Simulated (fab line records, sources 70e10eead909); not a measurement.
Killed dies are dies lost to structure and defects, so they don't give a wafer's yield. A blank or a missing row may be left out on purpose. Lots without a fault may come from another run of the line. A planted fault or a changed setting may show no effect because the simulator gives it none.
fab line records | flow nand_harc
record lots=6 wafers=18 last_day=24
route steps=1159 shown P_M2@339 P_BONDPAD@351 END@1159
lots that met no fault: from a run of the same line without faults
start_h: hours from the record's first day to the start of the lot's first wafer shown | wait_h: hours since the lot's step before | " the same as in the row above | L1.1+2: a row that stands for several wafers | - no value, or no start given | * or withheld: withheld | < > ~ a bound
route shown NAME@n: a module of which the file shows steps, and the number in the route of the first | usual: mean/standard deviation of fault-free wafers | same: alike in all rows | chamber/n: place in a boat | sites: the reading at each site | _std_site: their standard deviation | _edge_site: outer sites' mean less inner sites' | radius_mm: how far each site lies from the wafer's centre | mask NAME#n: copy n | behind: the tool/chamber that last shaped the wafer | hold: why the lot was held/for how many hours/how that ended | device: the transistor (n, p or np) that didn't switch | end of line: the same wafers' tests at the end of the route | a step without rows: its recipe alone | killed: dies lost to structure and defects at the first sort, not the wafer's yield | map: a wafer's dies, x killed, . not, _ none there
set.NAME: the setting as run; set.NAME@STEP: as run at that earlier step | model.NAME: the simulator's own value behind a step, which no gauge read
lots at some steps of the route; a table a step, a row a wafer
services: from which hour (start_h, from the record's first day; less than 0 if before it) a tool's chamber was out of use, for how many hours, and why
## steps
# step NHARC_P_M2_PRE_CLEAN_30
# recipe time_s=30 temp_c=280 gas=H2/He
# usual heater_power_w=410/53
# columns lot.wafer tool chamber start_h wait_h heater_power_w
L498.4 pvd_sputter-03 - - - 462
L498.2 " - " " 362
L498.1 " - " " 457
L501.4 pvd_sputter-03 - - - 466
L501.1 " - " " 363
L501.3 " - " " 376
L499.3 pvd_sputter-01 - - - 358
L499.2 " - " " 318
L499.5 " - " " 354
L503.4 pvd_sputter-03 - - - 462
L503.5 " - " " 459
L503.6 " - " " 361
L512.4 pvd_sputter-02 - - - 380
L512.2 " - " " 506
L512.5 " - " " 408
L515.4 pvd_sputter-03 - - - 451
L515.1 " - " " 359
L515.5 " - " " 380
# step NHARC_P_M2_PVD_20
# recipe target_thk_a=50 bias_v=168.6 power_w=15000 chamber_pressure_pa=0.12 time_s=8.06 substrate_temp_c=50 material=TaN
# usual substrate_temp_c=50.00/0.11 throttle_valve_pct=29.7/0.88
# columns lot.wafer tool chamber start_h wait_h substrate_temp_c throttle_valve_pct
L498.4 pvd_sputter-03 - - - 50.07 31.2
L498.2 " - " " 50.20 28.3
L498.1 " - " " 50.09 29.5
L501.3 pvd_sputter-03 - - - 50.08 31.1
L501.4 " - " " 50.14 29.9
L501.1 " - " " 50.07 29.3
L499.3 pvd_sputter-01 - - - 49.89 30.3
L499.2 " - " " 49.95 30.3
L499.5 " - " " 50.08 29.2
L503.4 pvd_sputter-03 - - - 50.10 29.3
L503.6 " - " " 50.20 29.4
L503.5 " - " " 50.08 31.2
L512.2 pvd_sputter-02 - - - 49.93 29.9
L512.4 " - " " 50.04 30.4
L512.5 " - " " 49.99 29.8
L515.4 pvd_sputter-03 - - - 49.77 28.2
L515.1 " - " " 49.87 31.4
L515.5 " - " " 50.03 28.1
# step NHARC_P_M2_PVD_21
# recipe target_thk_a=300 chamber_pressure_pa=5 power_w=5000 substrate_temp_c=30 time_s=20.49 material=Cu
# usual substrate_temp_c=30.00/0.11 throttle_valve_pct=29.7/0.88
# columns lot.wafer tool chamber start_h wait_h substrate_temp_c throttle_valve_pct
L498.4 pvd_sputter-03 - - - 29.71 31.4
L498.2 " - " " 30.03 28.3
L498.1 " - " " 30.25 29.7
L501.4 pvd_sputter-03 - - - 30.10 29.9
L501.3 " - " " 29.83 31.2
L501.1 " - " " 30.14 28.3
L499.3 pvd_sputter-01 - - - 29.88 30.1
L499.2 " - " " 30.03 29.5
L499.5 " - " " 29.84 30.1
L503.4 pvd_sputter-03 - - - 30.11 29.4
L503.5 " - " " 29.99 29.5
L503.6 " - " " 30.05 31.2
L512.2 pvd_sputter-02 - - - 30.12 30.3
L512.4 " - " " 30.11 31.0
L512.5 " - " " 29.86 29.2
L515.4 pvd_sputter-03 - - - 29.79 28.3
L515.1 " - " " 29.98 29.8
L515.5 " - " " 30.04 29.5
# step NHARC_P_M2_ECD_22
# recipe target_thk_a=4000 bath_temp_c=25 material=Cu
# step NHARC_P_M2_ANNEAL_31
# recipe temp_c=225 time_s=90
# usual wafer_temp_C_max=226.4/0.39
# columns lot.wafer tool chamber start_h wait_h wafer_temp_C_max
L498.1 rtp_anneal-02 0 135.92 0.3 227.2
L498.2 " 0 " " 226.5
L498.4 " 0 " " 226.7
L501.1 rtp_anneal-02 0 146.69 - 226.6
L501.3 " 0 " " 226.7
L501.4 " 0 " " 226.2
L499.2 rtp_anneal-01 0 146.97 - 226.2
L499.3 " 0 " " 225.8
L499.5 " 0 " " 225.7
L503.4 rtp_anneal-01 0 165.29 0.3 226.0
L503.5 " 0 " " 226.1
L503.6 " 0 " " 226.4
L512.2 rtp_anneal-02 0 228.64 0.4 227.1
L512.4 " 0 " " 226.6
L512.5 " 0 " " 226.8
L515.1 rtp_anneal-01 0 237.16 - 226.1
L515.4 " 0 " " 226.2
L515.5 " 0 " " 226.0
# step NHARC_P_M2_CMP_23
# recipe t_overpolish_s=20 target_thk_nm=144.3
# step NHARC_P_M2_THK_MEAS_24
# recipe thk_meas_gauge=xrf
# usual thk_nm=144.2/1.4
# columns lot.wafer tool chamber start_h wait_h thk_nm
L498.1 film_metro-02 - 136.58 - 143.7
L498.2 " - " " 141.5
L498.4 " - " " 146.3
L501.1 film_metro-01 - 147.35 - 145.2
L501.3 " - " " 143.4
L501.4 " - " " 142.4
L499.2 film_metro-02 - 147.60 - 143.8
L499.3 " - " " 143.9
L499.5 " - " " 143.6
L503.4 film_metro-02 - 165.82 - 143.4
L503.5 " - " " 144.6
L503.6 " - " " 144.8
L512.2 film_metro-02 - 229.25 - 144.8
L512.4 " - " " 146.2
L512.5 " - " " 145.0
L515.1 film_metro-01 - 237.85 - 143.6
L515.4 " - " " 143.3
L515.5 " - " " 144.3
# step NHARC_P_M2_SRD_25
# step NHARC_P_M2_INSPECT_27
# usual raw_defect_count=327/130
# columns lot.wafer tool chamber start_h wait_h raw_defect_count
L498.1 defect_inspect-02 - 136.74 0.0 311
L498.2 " - " " 314
L498.4 " - " " 339
L501.1 defect_inspect-01 - 147.51 0.0 499
L501.3 " - " " 483
L501.4 " - " " 284
L499.2 defect_inspect-02 - 147.76 0.0 542
L499.3 " - " " 295
L499.5 " - " " 611
L503.4 defect_inspect-02 - 165.98 0.0 198
L503.5 " - " " 179
L503.6 " - " " 174
L512.2 defect_inspect-02 - 229.40 0.0 353
L512.4 " - " " 486
L512.5 " - " " 251
L515.1 defect_inspect-02 - 238.01 0.0 209
L515.4 " - " " 451
L515.5 " - " " 366
# step NHARC_P_M2_PRE_CLEAN_32
# recipe time_s=12 temp_c=370 rf_power_w=300 gas=NH3
# step NHARC_P_M2_DEP_33
# recipe target_thk_a=300 temp_c=370 target_thk_nm=30 pressure_torr=3 flow_sccm=200 rf_w=450 material=SiCN
# usual heater_power_w=583/52
# columns lot.wafer tool chamber start_h wait_h heater_power_w
L498.2 pecvd-03 0 136.88 0.1 496
L498.1 " 1 " " 562
L498.4 " 2 " " 547
L501.1 pecvd-02 2 147.67 0.1 650
L501.3 " 1 " " 487
L501.4 " 0 " " 599
L499.3 pecvd-04 1 147.95 0.1 583
L499.2 " 2 " " 642
L499.5 " 1 " " 587
L503.5 pecvd-03 0 166.31 0.2 583
L503.4 " 1 " " 563
L503.6 " 2 " " 538
L512.2 pecvd-03 2 229.63 0.1 671
L512.5 " 0 " " 509
L512.4 " 1 " " 531
L515.1 pecvd-04 0 238.20 0.1 696
L515.5 " 0 " " 722
L515.4 " 1 " " 538
# step NHARC_P_BONDPAD_DEP_00
# recipe target_thk_a=2500 temp_c=370 target_thk_nm=250 pressure_torr=3 flow_sccm=200 rf_w=450 material=SiCN
# usual heater_power_w=582/58
# columns lot.wafer tool chamber start_h wait_h heater_power_w
L498.1 pecvd-03 0 137.28 - 573
L498.2 " 1 " " 530
L498.4 " 1 " " 546
L501.3 pecvd-02 2 148.06 - 720
L501.1 " 0 " " 584
L501.4 " 0 " " 604
L501.3 pecvd-02 2 148.64 - 697
L501.1 " 0 " " 599
L501.4 " 0 " " 602
L499.3 pecvd-03 0 148.30 - 533
L499.2 " 2 " " 544
L499.5 " 2 " " 578
L503.5 pecvd-02 1 166.76 - 592
L503.6 " 2 " " 638
L503.4 " 0 " " 569
L503.5 pecvd-02 1 167.46 - 593
L503.6 " 2 " " 623
L503.4 " 0 " " 562
L512.2 pecvd-02 0 229.96 - 554
L512.4 " 1 " " 568
L512.5 " 2 " " 658
L515.1 pecvd-04 2 238.64 - 591
L515.5 " 2 " " 599
L515.4 " 0 " " 615
# step NHARC_P_BONDPAD_CMP_32
# recipe target_thk_nm=200 material=SiCN
# step NHARC_P_BONDPAD_THK_MEAS_33
# recipe thk_meas_gauge=ellipsometry
# usual thk_nm=200.0/1.4
# columns lot.wafer tool chamber start_h wait_h thk_nm
L498.1 film_metro-01 - 137.93 0.1 199.0
L498.2 " - " " 201.0
L498.4 " - " " 198.6
L499.2 film_metro-02 - 148.95 0.2 199.8
L499.3 " - " " 201.9
L499.5 " - " " 198.1
L501.1 film_metro-01 - 149.39 0.2 204.3
L501.3 " - " " 198.0
L501.4 " - " " 206.2
L501.1 film_metro-01 - 149.57 0.2 203.1
L501.3 " - " " 198.5
L501.4 " - " " 206.7
L503.4 film_metro-02 - 168.09 0.2 211.8
L503.5 " - " " 211.3
L503.6 " - " " 208.2
L503.4 film_metro-02 - 168.26 0.2 210.9
L503.5 " - " " 211.5
L503.6 " - " " 207.8
L512.2 film_metro-02 - 230.62 0.2 200.0
L512.4 " - " " 198.4
L512.5 " - " " 198.6
L515.1 film_metro-01 - 239.33 0.2 201.8
L515.4 " - " " 200.7
L515.5 " - " " 198.0
# step NHARC_P_BONDPAD_SRD_34
# step NHARC_END_SORT_01
# recipe temp_c=25
# usual defect_limited_yield=95.7/1.5 killed_at_array=25/9.8 killed_at_other=0.8/1.1 killed_at_periphery=3.3/2.1 killed_dies=29/10 killed_open=3.3/1.8 killed_short=1.9/1.4 sort_bin_2_pct=1.3/0.6 sort_bin_3_pct=0.25/0.23 sort_bin_4_pct=2.8/0.97 sort_n_pass=648/10 sort_rim_yield_pct=95/3.2 sort_yield_pct=95.7/1.5
# same gross_dies=677 sort_bin_5_pct[%]=0 sort_bin_6_pct[%]=0 sort_bin_7_pct[%]=0 sort_bin_8_pct[%]=0 sort_rim_n_gross=106.00
# columns lot.wafer tool chamber start_h wait_h defect_limited_yield[%] killed_at_array killed_at_other killed_at_periphery killed_dies killed_open killed_short sort_bin_2_pct[%] sort_bin_3_pct[%] sort_bin_4_pct[%] sort_n_pass sort_rim_yield_pct[%] sort_yield_pct[%]
L503.4 prober-02 0 490.61 3.4 97.6 14 0 2 16 3 3 0.6 0 1.8 661 98 97.6
L503.5 prober-02 0 491.42 3.7 96.6 20 0 3 23 0 1 0.6 0.74 2.1 654 96 96.6
L503.6 prober-02 0 492.23 4.0 96.5 21 0 3 24 3 3 0.9 0 2.7 653 95 96.5
# killed by level:class
L503.4 A_CHANNEL_HOLE_D1:chamber_film_flake=4 A_STAIRCASE:chamber_film_flake=3 A_M0:geometric_particle:open=2 P_GATE:geometric_particle:short=1 P_CONTACT:geometric_particle:open=1 A_CHANNEL_FILL_D1:geometric_particle:short=1 A_WL_FILL:geometric_particle:short=1 A_CHANNEL_FILL_D1:chamber_film_flake=1
L503.5 A_CHANNEL_HOLE_D1:chamber_film_flake=12 P_STI:chamber_film_flake=3 A_ZERO_WELL:chamber_film_flake=2 A_WL_FILL:chamber_film_flake=2 A_CONTACT:chamber_film_flake=2 A_CONTACT:geometric_particle:short=1 A_STAIRCASE:chamber_film_flake=1
L503.6 A_STAIRCASE:chamber_film_flake=8 A_CHANNEL_HOLE_D1:chamber_film_flake=6 A_WL_FILL:chamber_film_flake=2 P_CONTACT:geometric_particle:open=1 P_M1:geometric_particle:short=1 A_CHANNEL_FILL_D1:geometric_particle:open=1 A_STAIRCASE:geometric_particle:short=1 A_SGD_CUT:geometric_particle:short=1
## services
# columns tool chamber start_h hours kind
pecvd-03 - 112.97 17.8 repair
pvd_sputter-03 - 149.10 1.8 repair
pecvd-02 - 153.17 13.0 pm
pecvd-02 0 153.17 13.0 vent_cycle
pecvd-02 1 153.17 13.0 vent_cycle
pecvd-02 2 153.17 13.0 vent_cycle
pvd_sputter-03 - 157.13 3.6 repair
pvd_sputter-01 - 161.99 10.0 pm
pecvd-02 0 166.17 - clean
pecvd-02 1 166.17 - clean
pecvd-02 2 166.17 - clean
pecvd-04 - 195.95 13.0 pm
pecvd-04 0 195.95 13.0 vent_cycle
pecvd-04 1 195.95 13.0 vent_cycle
pecvd-04 2 195.95 13.0 vent_cycle
pecvd-04 0 208.95 - clean
pecvd-04 1 208.95 - clean
pecvd-04 2 208.95 - clean
pvd_sputter-02 - 214.06 10.0 pm
pvd_sputter-03 - 221.23 11.6 repair
pecvd-04 2 229.12 7.9 repair
pecvd-03 0 231.24 10.6 repair
## key
first_sign step=NHARC_P_BONDPAD_DEP_00 reading=visit direction=added
effect step=NHARC_P_BONDPAD_THK_MEAS_33 reading=visit direction=added
met_at NHARC_P_BONDPAD_DEP_00
struck_wafers L501.1,L501.3,L501.4,L503.4,L503.5,L503.6
fault kind=repeated_step_whole tool=pecvd-02,pecvd-03,pecvd-04 chamber=- onset_h=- steps=NHARC_P_BONDPAD_DEP_00 times=1 scope=struck_lots_only
